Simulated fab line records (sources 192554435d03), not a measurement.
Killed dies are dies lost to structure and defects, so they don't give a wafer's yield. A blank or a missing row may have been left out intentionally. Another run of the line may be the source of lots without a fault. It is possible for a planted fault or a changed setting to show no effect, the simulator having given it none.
fab line records / flow n5_finfet
record lots=5 wafers=14 last_day=20
route steps=1938 shown BEOL_M5@1172
lots that met no fault: taken from a fault-free run of the same line
start_h: the number of hours between the record's first day and the start of the first shown wafer of the lot / wait_h: hours since the lot's step before / " same as the row above / L1.1+2: a row that stands for several wafers / - no value, or no start given / * or withheld: withheld / < > ~ a bound
route shown NAME@n: NAME is a module with steps in the file, n the number in the route of the first one / usual: average and standard deviation across the fault-free wafers / same: alike in all rows / chamber/n: place in a boat / sites: per-site readings / _std_site: how widely they spread, as a standard deviation / _edge_site: the outer-site mean with the inner-site mean subtracted / radius_mm: how far each site lies from the wafer's centre / mask NAME#n: copy n / behind: the last tool/chamber to shape the wafer / hold: why the lot went on hold/how many hours it stayed there/how the hold came to an end / device: the transistor (n, p or np) that didn't switch / end of line: at the end of the route, the tests of the same wafers / where a step has no rows: the recipe by itself / killed: dies lost to structure and defects at the first sort, not the wafer's yield / map: a wafer's dies, marking killed ones x, the rest . and places with no die _
set.NAME: the run value of the setting; set.NAME@STEP: its run value at that earlier step / model.NAME: the simulator's own value behind a step, which no gauge read
a table for each step, a row for each wafer; lots at some steps of the route
services: when a tool's chamber went out of use (start_h, in hours from the record's first day, below 0 if earlier), for how many hours, and the reason
## steps
# step N5_BEOL_M5_ALD_86
# recipe material=TaN target_thk_a=* temp_c=275 ald_precursor_family=PDMAT ald_co_reactant=NH3 pressure_torr=3 carrier_flow_sccm=1500 pulse_time_s=2 purge_time_s=3 co_reactant_purge_time_s=2 co_reactant_pulse_time_s=3 ald_cycles=30 precursor_vessel_temp_c=75 precursor_vessel_pressure_torr=26.25 precursor_vessel_carrier_sccm=1000
# usual chamber_pressure_Torr=3.000/0.0064 heater_power_w=433/18
# same ald_cycles=30
lot.wafer=L930.1 tool=ald_metal-03 chamber=0 start_h=220.00 wait_h=0.1 chamber_pressure_Torr=3.000 heater_power_w=431
lot.wafer=L930.2 tool=ald_metal-03 chamber=2 start_h=220.00 wait_h=0.1 chamber_pressure_Torr=2.997 heater_power_w=462
lot.wafer=L930.3 tool=ald_metal-03 chamber=1 start_h=220.00 wait_h=0.1 chamber_pressure_Torr=3.002 heater_power_w=435
lot.wafer=L932.1 tool=ald_metal-02 chamber=1 start_h=224.57 wait_h=0.1 chamber_pressure_Torr=3.005 heater_power_w=448
lot.wafer=L932.2 tool=ald_metal-02 chamber=2 start_h=224.57 wait_h=0.1 chamber_pressure_Torr=3.005 heater_power_w=469
lot.wafer=L932.4 tool=ald_metal-02 chamber=0 start_h=224.57 wait_h=0.1 chamber_pressure_Torr=2.999 heater_power_w=391
lot.wafer=L939.3 tool=ald_metal-02 chamber=2 start_h=297.10 wait_h=0.0 chamber_pressure_Torr=2.978 heater_power_w=454
lot.wafer=L939.5 tool=ald_metal-02 chamber=0 start_h=297.10 wait_h=0.0 chamber_pressure_Torr=3.009 heater_power_w=395
lot.wafer=L945.1 tool=ald_metal-02 chamber=2 start_h=344.31 wait_h=0.0 chamber_pressure_Torr=3.004 heater_power_w=458
lot.wafer=L945.2 tool=ald_metal-02 chamber=1 start_h=344.31 wait_h=0.0 chamber_pressure_Torr=2.994 heater_power_w=448
lot.wafer=L945.6 tool=ald_metal-02 chamber=3 start_h=344.31 wait_h=0.0 chamber_pressure_Torr=2.991 heater_power_w=437
lot.wafer=L949.2 tool=ald_metal-02 chamber=3 start_h=369.26 wait_h=0.0 chamber_pressure_Torr=2.997 heater_power_w=430
lot.wafer=L949.3 tool=ald_metal-02 chamber=2 start_h=369.26 wait_h=0.0 chamber_pressure_Torr=3.000 heater_power_w=453
lot.wafer=L949.5 tool=ald_metal-02 chamber=1 start_h=369.26 wait_h=0.0 chamber_pressure_Torr=3.010 heater_power_w=442
# step N5_BEOL_M5_SURFACE_TREAT_87
# recipe gas=Ar time_s=* ion_energy_ev=* ion_current_ma_cm2=0.5 pressure_mtorr=* ar_flow_sccm=30
# step N5_BEOL_M5_CVD_47
# recipe material=Co target_thk_a=30 temp_c=withheld precursor=CCTBA/H2 pressure_torr=30 time_s=216
# step N5_BEOL_M5_SPUTTER_48
# recipe material=Cu target_thk_a=150 temp_c=-20 chamber_pressure_pa=0.07 power_w=withheld time_s=27.62
# step N5_BEOL_M5_ANNEAL_49
# recipe temp_c=400 time_s=1800 ambient=vacuum
# usual heater_power_w=777/89 susceptor_temp_C_max=400.9/0.38
lot.wafer=L930.1 tool=pvd_sputter-02 chamber=- start_h=220.56 wait_h=0.0 heater_power_w=772 susceptor_temp_C_max=400.8
lot.wafer=L930.2 tool=pvd_sputter-02 chamber=- start_h=220.56 wait_h=0.0 heater_power_w=876 susceptor_temp_C_max=400.1
lot.wafer=L930.3 tool=pvd_sputter-02 chamber=- start_h=220.56 wait_h=0.0 heater_power_w=777 susceptor_temp_C_max=401.2
lot.wafer=L932.1 tool=pvd_sputter-02 chamber=- start_h=225.55 wait_h=0.0 heater_power_w=701 susceptor_temp_C_max=400.9
lot.wafer=L932.2 tool=pvd_sputter-02 chamber=- start_h=225.55 wait_h=0.0 heater_power_w=902 susceptor_temp_C_max=400.8
lot.wafer=L932.4 tool=pvd_sputter-02 chamber=- start_h=225.55 wait_h=0.0 heater_power_w=789 susceptor_temp_C_max=401.1
lot.wafer=L939.3 tool=pvd_sputter-03 chamber=- start_h=297.84 wait_h=0.0 heater_power_w=612 susceptor_temp_C_max=401.0
lot.wafer=L939.5 tool=pvd_sputter-03 chamber=- start_h=297.84 wait_h=0.0 heater_power_w=779 susceptor_temp_C_max=401.3
lot.wafer=L945.1 tool=pvd_sputter-01 chamber=- start_h=346.33 wait_h=0.0 heater_power_w=729 susceptor_temp_C_max=400.6
lot.wafer=L945.2 tool=pvd_sputter-01 chamber=- start_h=346.33 wait_h=0.0 heater_power_w=881 susceptor_temp_C_max=400.5
lot.wafer=L945.6 tool=pvd_sputter-01 chamber=- start_h=346.33 wait_h=0.0 heater_power_w=759 susceptor_temp_C_max=400.8
lot.wafer=L949.2 tool=pvd_sputter-01 chamber=- start_h=370.31 wait_h=0.0 heater_power_w=861 susceptor_temp_C_max=400.8
lot.wafer=L949.3 tool=pvd_sputter-01 chamber=- start_h=370.31 wait_h=0.0 heater_power_w=737 susceptor_temp_C_max=400.7
lot.wafer=L949.5 tool=pvd_sputter-01 chamber=- start_h=370.31 wait_h=0.0 heater_power_w=882 susceptor_temp_C_max=400.5
# step N5_BEOL_M5_SPUTTER_81
# recipe material=Cu target_thk_a=150 temp_c=-20 chamber_pressure_pa=0.07 power_w=withheld time_s=27.62
# step N5_BEOL_M5_ANNEAL_82
# recipe temp_c=400 time_s=1800 ambient=vacuum
# usual heater_power_w=778/87 susceptor_temp_C_max=401.0/0.36
lot.wafer=L930.1 tool=pvd_sputter-02 chamber=- start_h=221.65 wait_h=0.0 heater_power_w=763 susceptor_temp_C_max=401.0
lot.wafer=L930.2 tool=pvd_sputter-02 chamber=- start_h=221.65 wait_h=0.0 heater_power_w=885 susceptor_temp_C_max=400.3
lot.wafer=L930.3 tool=pvd_sputter-02 chamber=- start_h=221.65 wait_h=0.0 heater_power_w=798 susceptor_temp_C_max=401.0
lot.wafer=L932.1 tool=pvd_sputter-02 chamber=- start_h=226.64 wait_h=0.0 heater_power_w=699 susceptor_temp_C_max=401.1
lot.wafer=L932.2 tool=pvd_sputter-02 chamber=- start_h=226.64 wait_h=0.0 heater_power_w=849 susceptor_temp_C_max=400.7
lot.wafer=L932.4 tool=pvd_sputter-02 chamber=- start_h=226.64 wait_h=0.0 heater_power_w=797 susceptor_temp_C_max=401.3
lot.wafer=L939.3 tool=pvd_sputter-03 chamber=- start_h=298.93 wait_h=0.0 heater_power_w=615 susceptor_temp_C_max=401.1
lot.wafer=L939.5 tool=pvd_sputter-03 chamber=- start_h=298.93 wait_h=0.0 heater_power_w=797 susceptor_temp_C_max=401.6
lot.wafer=L945.1 tool=pvd_sputter-01 chamber=- start_h=347.42 wait_h=0.0 heater_power_w=727 susceptor_temp_C_max=400.6
lot.wafer=L945.2 tool=pvd_sputter-01 chamber=- start_h=347.42 wait_h=0.0 heater_power_w=890 susceptor_temp_C_max=400.9
lot.wafer=L945.6 tool=pvd_sputter-01 chamber=- start_h=347.42 wait_h=0.0 heater_power_w=768 susceptor_temp_C_max=400.9
lot.wafer=L949.2 tool=pvd_sputter-01 chamber=- start_h=371.39 wait_h=0.0 heater_power_w=874 susceptor_temp_C_max=400.2
lot.wafer=L949.3 tool=pvd_sputter-01 chamber=- start_h=371.39 wait_h=0.0 heater_power_w=724 susceptor_temp_C_max=401.1
lot.wafer=L949.5 tool=pvd_sputter-01 chamber=- start_h=371.39 wait_h=0.0 heater_power_w=871 susceptor_temp_C_max=400.3
# step N5_BEOL_M5_SPUTTER_83
# recipe material=Cu target_thk_a=150 temp_c=-20 chamber_pressure_pa=0.07 power_w=withheld time_s=27.62
# step N5_BEOL_M5_ANNEAL_84
# recipe temp_c=400 time_s=1800 ambient=vacuum
# step N5_BEOL_M5_SPUTTER_88
# recipe material=Cu target_thk_a=150 temp_c=-20 chamber_pressure_pa=0.07 power_w=withheld time_s=27.62
# step N5_BEOL_M5_ANNEAL_89
# recipe temp_c=400 time_s=1800 ambient=vacuum
# step N5_BEOL_M5_SPUTTER_90
# recipe material=Cu target_thk_a=45 temp_c=-20 chamber_pressure_pa=0.07 power_w=withheld time_s=8.29
# usual throttle_valve_pct=30.1/1.4
lot.wafer=L930.1 tool=pvd_sputter-02 chamber=- start_h=224.83 wait_h=0.5 throttle_valve_pct=29.3
lot.wafer=L930.2 tool=pvd_sputter-02 chamber=- start_h=224.83 wait_h=0.5 throttle_valve_pct=29.1
lot.wafer=L930.3 tool=pvd_sputter-02 chamber=- start_h=224.83 wait_h=0.5 throttle_valve_pct=29.5
lot.wafer=L932.1 tool=pvd_sputter-02 chamber=- start_h=229.82 wait_h=0.5 throttle_valve_pct=32.5
lot.wafer=L932.2 tool=pvd_sputter-02 chamber=- start_h=229.82 wait_h=0.5 throttle_valve_pct=29.6
lot.wafer=L932.4 tool=pvd_sputter-02 chamber=- start_h=229.82 wait_h=0.5 throttle_valve_pct=29.6
lot.wafer=L939.3 tool=pvd_sputter-03 chamber=- start_h=302.11 wait_h=0.5 throttle_valve_pct=31.0
lot.wafer=L939.5 tool=pvd_sputter-03 chamber=- start_h=302.11 wait_h=0.5 throttle_valve_pct=29.9
lot.wafer=L945.1 tool=pvd_sputter-01 chamber=- start_h=350.60 wait_h=0.5 throttle_valve_pct=29.4
lot.wafer=L945.2 tool=pvd_sputter-01 chamber=- start_h=350.60 wait_h=0.5 throttle_valve_pct=32.9
lot.wafer=L945.6 tool=pvd_sputter-01 chamber=- start_h=350.60 wait_h=0.5 throttle_valve_pct=28.4
lot.wafer=L949.2 tool=pvd_sputter-01 chamber=- start_h=374.57 wait_h=0.5 throttle_valve_pct=32.7
lot.wafer=L949.3 tool=pvd_sputter-01 chamber=- start_h=374.57 wait_h=0.5 throttle_valve_pct=29.5
lot.wafer=L949.5 tool=pvd_sputter-01 chamber=- start_h=374.57 wait_h=0.5 throttle_valve_pct=32.8
# step N5_BEOL_M5_ECD_50
# recipe material=Cu target_thk_a=3000
lot.wafer=L930.1 tool=ecd_cu-01 chamber=0 start_h=224.95 wait_h=0.1 model.Cu_of_BEOL_M5_ECD_50.thk_nm=298.6
lot.wafer=L930.2 tool=ecd_cu-01 chamber=1 start_h=224.95 wait_h=0.1 model.Cu_of_BEOL_M5_ECD_50.thk_nm=301
lot.wafer=L930.3 tool=ecd_cu-01 chamber=1 start_h=224.95 wait_h=0.1 model.Cu_of_BEOL_M5_ECD_50.thk_nm=295.6
lot.wafer=L932.1 tool=ecd_cu-02 chamber=1 start_h=229.93 wait_h=0.1 model.Cu_of_BEOL_M5_ECD_50.thk_nm=295
lot.wafer=L932.2 tool=ecd_cu-02 chamber=0 start_h=229.93 wait_h=0.1 model.Cu_of_BEOL_M5_ECD_50.thk_nm=295.2
lot.wafer=L932.4 tool=ecd_cu-02 chamber=1 start_h=229.93 wait_h=0.1 model.Cu_of_BEOL_M5_ECD_50.thk_nm=295.6
lot.wafer=L939.3 tool=ecd_cu-01 chamber=1 start_h=302.25 wait_h=0.1 model.Cu_of_BEOL_M5_ECD_50.thk_nm=424.8
lot.wafer=L939.5 tool=ecd_cu-01 chamber=1 start_h=302.25 wait_h=0.1 model.Cu_of_BEOL_M5_ECD_50.thk_nm=429.6
lot.wafer=L945.1 tool=ecd_cu-02 chamber=0 start_h=350.72 wait_h=0.1 model.Cu_of_BEOL_M5_ECD_50.thk_nm=304.6
lot.wafer=L945.2 tool=ecd_cu-02 chamber=1 start_h=350.72 wait_h=0.1 model.Cu_of_BEOL_M5_ECD_50.thk_nm=306
lot.wafer=L945.6 tool=ecd_cu-02 chamber=1 start_h=350.72 wait_h=0.1 model.Cu_of_BEOL_M5_ECD_50.thk_nm=306.6
lot.wafer=L949.2 tool=ecd_cu-01 chamber=1 start_h=374.69 wait_h=0.1 model.Cu_of_BEOL_M5_ECD_50.thk_nm=302.6
lot.wafer=L949.3 tool=ecd_cu-01 chamber=0 start_h=374.69 wait_h=0.1 model.Cu_of_BEOL_M5_ECD_50.thk_nm=301.8
lot.wafer=L949.5 tool=ecd_cu-01 chamber=0 start_h=374.69 wait_h=0.1 model.Cu_of_BEOL_M5_ECD_50.thk_nm=301.6
# step N5_BEOL_M5_ANNEAL_51
# recipe temp_c=225 time_s=90 ambient=N2
# usual wafer_temp_C_max=226.1/0.38
lot.wafer=L930.1 tool=rtp_anneal-02 chamber=0 start_h=225.03 wait_h=0.1 wafer_temp_C_max=226.1
lot.wafer=L930.2 tool=rtp_anneal-02 chamber=0 start_h=225.03 wait_h=0.1 wafer_temp_C_max=226.1
lot.wafer=L930.3 tool=rtp_anneal-02 chamber=0 start_h=225.03 wait_h=0.1 wafer_temp_C_max=226.2
lot.wafer=L932.1 tool=rtp_anneal-01 chamber=0 start_h=230.02 wait_h=0.1 wafer_temp_C_max=225.8
lot.wafer=L932.2 tool=rtp_anneal-01 chamber=0 start_h=230.02 wait_h=0.1 wafer_temp_C_max=225.7
lot.wafer=L932.4 tool=rtp_anneal-01 chamber=0 start_h=230.02 wait_h=0.1 wafer_temp_C_max=225.8
lot.wafer=L939.3 tool=rtp_anneal-01 chamber=0 start_h=302.40 wait_h=0.1 wafer_temp_C_max=225.9
lot.wafer=L939.5 tool=rtp_anneal-01 chamber=0 start_h=302.40 wait_h=0.1 wafer_temp_C_max=225.5
lot.wafer=L945.1 tool=rtp_anneal-02 chamber=0 start_h=350.80 wait_h=0.1 wafer_temp_C_max=226.0
lot.wafer=L945.2 tool=rtp_anneal-02 chamber=0 start_h=350.80 wait_h=0.1 wafer_temp_C_max=226.6
lot.wafer=L945.6 tool=rtp_anneal-02 chamber=0 start_h=350.80 wait_h=0.1 wafer_temp_C_max=226.2
lot.wafer=L949.2 tool=rtp_anneal-02 chamber=0 start_h=376.16 wait_h=1.4 wafer_temp_C_max=227.1
lot.wafer=L949.3 tool=rtp_anneal-02 chamber=0 start_h=376.16 wait_h=1.4 wafer_temp_C_max=226.4
lot.wafer=L949.5 tool=rtp_anneal-02 chamber=0 start_h=376.16 wait_h=1.4 wafer_temp_C_max=226.8
# step N5_BEOL_M5_CMP_52
# recipe stop_on=SiCOH_lowk t_overpolish_s=6.9 down_force_psi=1 platen_rpm=50 clearing_platen_down_force_psi=1.5 clearing_platen_rpm=50 post_cmp_clean=cu_alkaline target_thk_nm=62 clearing_platen_pad_velocity_m_s=0.99484 pad_velocity_m_s=0.99484
# usual clearing_platen_down_force_psi=1.5005/0.0027 motor_current_A=6.1/0.5 time_to_endpoint_s=61.4/2.5
lot.wafer=L930.3 tool=cmp-04 chamber=3 start_h=225.37 wait_h=0.2 clearing_platen_down_force_psi=1.4940 motor_current_A=6.9 time_to_endpoint_s=61.6
lot.wafer=L930.2 tool=cmp-04 chamber=0 start_h=225.37 wait_h=0.2 clearing_platen_down_force_psi=1.4999 motor_current_A=5.9 time_to_endpoint_s=68.1
lot.wafer=L930.1 tool=cmp-04 chamber=1 start_h=225.37 wait_h=0.2 clearing_platen_down_force_psi=1.4967 motor_current_A=6.1 time_to_endpoint_s=63.5
lot.wafer=L932.1 tool=cmp-03 chamber=2 start_h=230.36 wait_h=0.3 clearing_platen_down_force_psi=1.4971 motor_current_A=5.6 time_to_endpoint_s=63.8
lot.wafer=L932.2 tool=cmp-03 chamber=3 start_h=230.36 wait_h=0.3 clearing_platen_down_force_psi=1.5015 motor_current_A=5.4 time_to_endpoint_s=64.7
lot.wafer=L932.4 tool=cmp-03 chamber=0 start_h=230.36 wait_h=0.3 clearing_platen_down_force_psi=1.4999 motor_current_A=6.7 time_to_endpoint_s=61.1
lot.wafer=L939.3 tool=cmp-02 chamber=2 start_h=302.65 wait_h=0.2 clearing_platen_down_force_psi=1.5035 motor_current_A=5.7 time_to_endpoint_s=82.5
lot.wafer=L939.5 tool=cmp-02 chamber=1 start_h=302.65 wait_h=0.2 clearing_platen_down_force_psi=1.5016 motor_current_A=5.7 time_to_endpoint_s=90.3
lot.wafer=L945.1 tool=cmp-04 chamber=3 start_h=351.10 wait_h=0.3 clearing_platen_down_force_psi=1.5002 motor_current_A=7.0 time_to_endpoint_s=57.6
lot.wafer=L945.2 tool=cmp-04 chamber=0 start_h=351.10 wait_h=0.3 clearing_platen_down_force_psi=1.5064 motor_current_A=5.8 time_to_endpoint_s=59.4
lot.wafer=L945.6 tool=cmp-04 chamber=0 start_h=351.10 wait_h=0.3 clearing_platen_down_force_psi=1.5051 motor_current_A=5.9 time_to_endpoint_s=61.4
lot.wafer=L949.2 tool=cmp-04 chamber=1 start_h=376.41 wait_h=0.2 clearing_platen_down_force_psi=1.4974 motor_current_A=5.9 time_to_endpoint_s=61.1
lot.wafer=L949.3 tool=cmp-04 chamber=3 start_h=376.41 wait_h=0.2 clearing_platen_down_force_psi=1.4989 motor_current_A=7.1 time_to_endpoint_s=60.8
lot.wafer=L949.5 tool=cmp-04 chamber=1 start_h=376.41 wait_h=0.2 clearing_platen_down_force_psi=1.4950 motor_current_A=6.3 time_to_endpoint_s=61.3
# step N5_BEOL_M5_THK_MEAS_53
# recipe thk_meas_gauge=xrf reads=Cu_of_BEOL_M5_ECD_50
# usual M5_THK=61.3/1.2
lot.wafer=L930.1 tool=film_metro-02 chamber=- start_h=225.63 wait_h=- M5_THK[nm]=60.7
lot.wafer=L930.2 tool=film_metro-02 chamber=- start_h=225.63 wait_h=- M5_THK[nm]=60.9
lot.wafer=L930.3 tool=film_metro-02 chamber=- start_h=225.63 wait_h=- M5_THK[nm]=61.3
lot.wafer=L932.1 tool=film_metro-01 chamber=- start_h=230.61 wait_h=- M5_THK[nm]=62.2
lot.wafer=L932.2 tool=film_metro-01 chamber=- start_h=230.61 wait_h=- M5_THK[nm]=62.3
lot.wafer=L932.4 tool=film_metro-01 chamber=- start_h=230.61 wait_h=- M5_THK[nm]=60.6
lot.wafer=L939.3 tool=film_metro-02 chamber=- start_h=302.91 wait_h=- M5_THK[nm]=57.9
lot.wafer=L939.5 tool=film_metro-02 chamber=- start_h=302.91 wait_h=- M5_THK[nm]=61.4
lot.wafer=L945.1 tool=film_metro-02 chamber=- start_h=351.40 wait_h=- M5_THK[nm]=61.1
lot.wafer=L945.2 tool=film_metro-02 chamber=- start_h=351.40 wait_h=- M5_THK[nm]=62.1
lot.wafer=L945.6 tool=film_metro-02 chamber=- start_h=351.40 wait_h=- M5_THK[nm]=62.7
lot.wafer=L949.2 tool=film_metro-01 chamber=- start_h=376.71 wait_h=- M5_THK[nm]=61.7
lot.wafer=L949.3 tool=film_metro-01 chamber=- start_h=376.71 wait_h=- M5_THK[nm]=60.8
lot.wafer=L949.5 tool=film_metro-01 chamber=- start_h=376.71 wait_h=- M5_THK[nm]=61.3
## services
tool=ald_metal-02 chamber=2 start_h=197.82 hours=5.7 kind=repair
tool=ald_metal-03 chamber=3 start_h=197.98 hours=31.3 kind=repair
tool=cmp-03 chamber=- start_h=199.31 hours=4.2 kind=repair
tool=cmp-02 chamber=- start_h=201.20 hours=1.1 kind=repair
tool=ald_metal-03 chamber=2 start_h=214.74 hours=- kind=calibration
tool=ald_metal-02 chamber=- start_h=236.89 hours=2.8 kind=pm
tool=cmp-04 chamber=- start_h=245.63 hours=0.6 kind=repair
tool=rtp_anneal-01 chamber=- start_h=258.67 hours=1.0 kind=pm
tool=ald_metal-03 chamber=1 start_h=263.77 hours=5.8 kind=repair
tool=cmp-04 chamber=- start_h=264.61 hours=6.3 kind=pm
tool=cmp-04 chamber=- start_h=273.00 hours=2.2 kind=repair
tool=cmp-02 chamber=- start_h=289.28 hours=0.3 kind=repair
tool=cmp-04 chamber=- start_h=300.11 hours=4.0 kind=pm
tool=cmp-02 chamber=- start_h=301.15 hours=0.9 kind=repair
tool=cmp-04 chamber=- start_h=304.11 hours=- kind=consumable_replace:conditioner
tool=cmp-04 chamber=- start_h=304.11 hours=- kind=consumable_replace:pad
tool=cmp-02 chamber=- start_h=329.36 hours=0.8 kind=repair
tool=ald_metal-03 chamber=- start_h=337.25 hours=14.0 kind=pm
tool=ald_metal-03 chamber=0 start_h=337.25 hours=14.0 kind=vent_cycle
tool=cmp-02 chamber=- start_h=340.27 hours=8.9 kind=pm
tool=cmp-03 chamber=- start_h=341.70 hours=0.9 kind=repair
tool=cmp-03 chamber=- start_h=346.40 hours=1.2 kind=repair
tool=cmp-02 chamber=- start_h=351.37 hours=2.5 kind=repair
tool=cmp-02 chamber=- start_h=355.12 hours=0.5 kind=repair
## key
first_sign step=N5_BEOL_M5_CMP_52 reading=time_to_endpoint_s direction=up sigmas=9.9 usual=* struck=*
effect none on later readings
model_effect step=N5_BEOL_M5_ECD_50 value=Cu_of_BEOL_M5_ECD_50.thk_nm without=301.9 struck=427.2
met_at N5_BEOL_M5_ECD_50
struck_wafers L939.3,L939.5
onset_between 224.95 302.25
also_fits N5_BEOL_M5_ANNEAL_49:pvd_sputter-03,N5_BEOL_M5_ANNEAL_82:pvd_sputter-03,N5_BEOL_M5_SPUTTER_90:pvd_sputter-03,N5_BEOL_M5_ANNEAL_51:rtp_anneal-01
fault kind=process_parameter_drift tool=ecd_cu-01 chamber=- onset_h=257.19 steps=N5_BEOL_M5_ECD_50 channel=target_thk_a offset=* shape=step end_h=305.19 scope=struck_wafers_only acts_in=* stated=*
